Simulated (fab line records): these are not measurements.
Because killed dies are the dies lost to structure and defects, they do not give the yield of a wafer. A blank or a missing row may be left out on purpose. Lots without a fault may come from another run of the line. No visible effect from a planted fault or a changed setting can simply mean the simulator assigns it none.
8D (eight disciplines) problem report, filled in by code -- flow n5 finfet -- the parts of the form that need people (team, actions taken, sign-off) are left out

== 1. PROBLEM STATEMENT ==
spin speed rpm at N5_MOL_CONTACT_COAG_COAT_62 reads a mean of 1715.7 rpm on 6 wafers of 2 lots; wafers without a fault read 1500.1 rpm with a standard deviation of 1.1. That is +99 or more standard deviations from the usual mean.
The step: time 60 s, resist thk 60 nm.
The first sign was on wafer L800.1 at day 8 07:44, on litho track-04. At this step, 27 wafers from 9 lots have a number in the record. The rule behind "out" and "out of limits": a value lying over 4 standard deviations away from the usual mean. All remaining wafers that have a number are taken as sound.

== 2. WHAT IT IS, WHAT IT ISN'T ==
question,is,is not
which readings at this step,spin speed rpm,"dispense pressure kPa, exhaust pa, heater power total W"
which lots,"L800, L804","L789, L790, L792, L798, L799, L809, L811"
which wafers of those lots,all that have a number,-
read on which tools,litho track-04,"litho track-01, litho track-02"
when,from day 8 07:44,"up to then (15 sound wafers); but 6 sound wafers of L809, L811 came after"

== 3. WHAT RULES OUT EACH SUSPECT ==
Counting: a tool at a process step up to the reading stays a suspect if it ran every lot that is out and no sound lot after the first of them.
- cvd co-02 at N5_MOL_CONTACT_COAG_CO_FILL_22 (material Co, precursor CCTBA/H2, target thk 20 nm): ruled out as a lasting fault. The sound lots L809, L811 went through it after L800, its earliest lot that is out (day 7 23:40).
- rie diel-05 at N5_MOL_CONTACT_COAG_ETCHBACK_132 (etches SiO2 in CHF3, target depth 10 nm, time 6.7 s): kept. It ran every lot that is out, first L800 (day 8 07:13), and no sound lot after that; its last sound lot up to then is L798 (day 7 15:10).
- litho track-04 at N5_MOL_CONTACT_COAG_COAT_62 (time 60 s, resist thk 60 nm): kept. It ran every lot that is out, first L800 (day 8 07:44), and no sound lot after that; its last sound lot up to then is L792 (day 6 02:15). Its own spin speed rpm readings are out on those wafers.
The count leaves litho track-04 at N5_MOL_CONTACT_COAG_COAT_62 and rie diel-05 at N5_MOL_CONTACT_COAG_ETCHBACK_132.

== 4. THE CAUSE (what the simulator had put in) ==
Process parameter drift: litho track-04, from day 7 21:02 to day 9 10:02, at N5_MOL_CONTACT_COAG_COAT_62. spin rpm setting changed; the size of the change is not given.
Of the 2 suspects that counting leaves, this tool is one.

== 5. SEQUENCE OF EFFECTS, ordered by route ==
One row per reading whose mean, taken over the struck wafers that have a number, lies over 3 standard deviations from the usual. Only readings whose record carries a usual standard deviation are examined. hours: median over the lots of the time between each lot's start at the first step of this table that gives one and its start at this step. sigmas: the change, counted in usual standard deviations.
hours,step,reading,usual,on struck wafers,change,sigmas
0,N5_MOL_CONTACT_COAG_COAT_62,spin speed rpm,1500.1 rpm,1715.7,+215.6,+99 or more
The process steps in it:
- N5_MOL_CONTACT_COAG_COAT_62: time 60 s, resist thk 60 nm.
At these later measuring or inspecting steps, every struck wafer for which the step has a row has a number for every such reading, and none has moved that far: N5_BEOL_M4_RC_MEAS_101.

== 6. WHAT WOULD HAVE CAUGHT IT SOONER ==
The fault began at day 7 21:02; the first out-of-limits reading in this record came at day 8 07:44, 11 hours later.
